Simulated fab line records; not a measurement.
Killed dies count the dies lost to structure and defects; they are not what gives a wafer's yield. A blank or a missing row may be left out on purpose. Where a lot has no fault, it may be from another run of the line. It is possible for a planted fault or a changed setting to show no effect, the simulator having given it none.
Chamber matching :: flow n5-finfet :: rie-diel-02 running N5_HKMG_FIN_STRIP_34: 4 sister chambers
The step strips in CF4. 7 wafers are shown with their chamber, then 7 later ones without.

== EACH WAFER AND ITS CHAMBER ==
wafer: L080.1
chamber: 1
throttle-valve-pct (%): 13.23
oes-product-au (a.u.): 0.99

wafer: L086.5
chamber: 3
throttle-valve-pct (%): 13.28
oes-product-au (a.u.): 0.89

wafer: L088.1
chamber: 3
throttle-valve-pct (%): 13.28
oes-product-au (a.u.): 0.88

wafer: L088.3
chamber: 2
throttle-valve-pct (%): 13.70
oes-product-au (a.u.): 0.79

wafer: L088.4
chamber: 0
throttle-valve-pct (%): 13.92
oes-product-au (a.u.): 0.67

wafer: L092.1
chamber: 2
throttle-valve-pct (%): 13.72
oes-product-au (a.u.): 0.79

wafer: L092.4
chamber: 0
throttle-valve-pct (%): 13.36
oes-product-au (a.u.): 0.94

== WAFERS MISSING THEIR CHAMBER ==
wafer: L092.6
throttle-valve-pct (%): 13.31
oes-product-au (a.u.): 0.90

wafer: L095.1
throttle-valve-pct (%): 13.74
oes-product-au (a.u.): 0.77

wafer: L095.2
throttle-valve-pct (%): 13.33
oes-product-au (a.u.): 0.86

wafer: L095.4
throttle-valve-pct (%): 13.36
oes-product-au (a.u.): 0.92

wafer: L097.1
throttle-valve-pct (%): 13.34
oes-product-au (a.u.): 0.89

wafer: L097.2
throttle-valve-pct (%): 13.39
oes-product-au (a.u.): 0.91

wafer: L097.5
throttle-valve-pct (%): 13.77
oes-product-au (a.u.): 0.77

== EACH ONE'S CHAMBER ==
wafer: L092.6
from the rows above: can't be placed: 3 or 1 or 0 or 2
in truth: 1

wafer: L095.1
from the rows above: can't be placed: 2 or 0
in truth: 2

wafer: L095.2
from the rows above: can't be placed: 3 or 1 or 0 or 2
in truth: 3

wafer: L095.4
from the rows above: can't be placed: 3 or 1 or 0 or 2
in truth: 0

wafer: L097.1
from the rows above: can't be placed: 3 or 1 or 0 or 2
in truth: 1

wafer: L097.2
from the rows above: can't be placed: 3 or 1 or 0 or 2
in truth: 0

wafer: L097.5
from the rows above: can't be placed: 2 or 0
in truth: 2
Placed correctly: 0 of 7. Can't be placed from these rows: 7 (the true chamber is among the candidates in 7). Placed wrongly: 0.
How it was worked out, from the rows above alone: a wafer's distance from a chamber is the root of the sum, over the readings, of the square of ((its reading less the chamber's mean) divided by the reading's scatter). The wafer belongs to the nearest chamber; if the next one is less than 2 further off, it can't be placed. A chamber's mean is the mean of its shown wafers. The scatter is the square root of a quotient: the sum, over the shown wafers, of each reading's squared deviation from its chamber's mean, divided by wafers minus chambers.
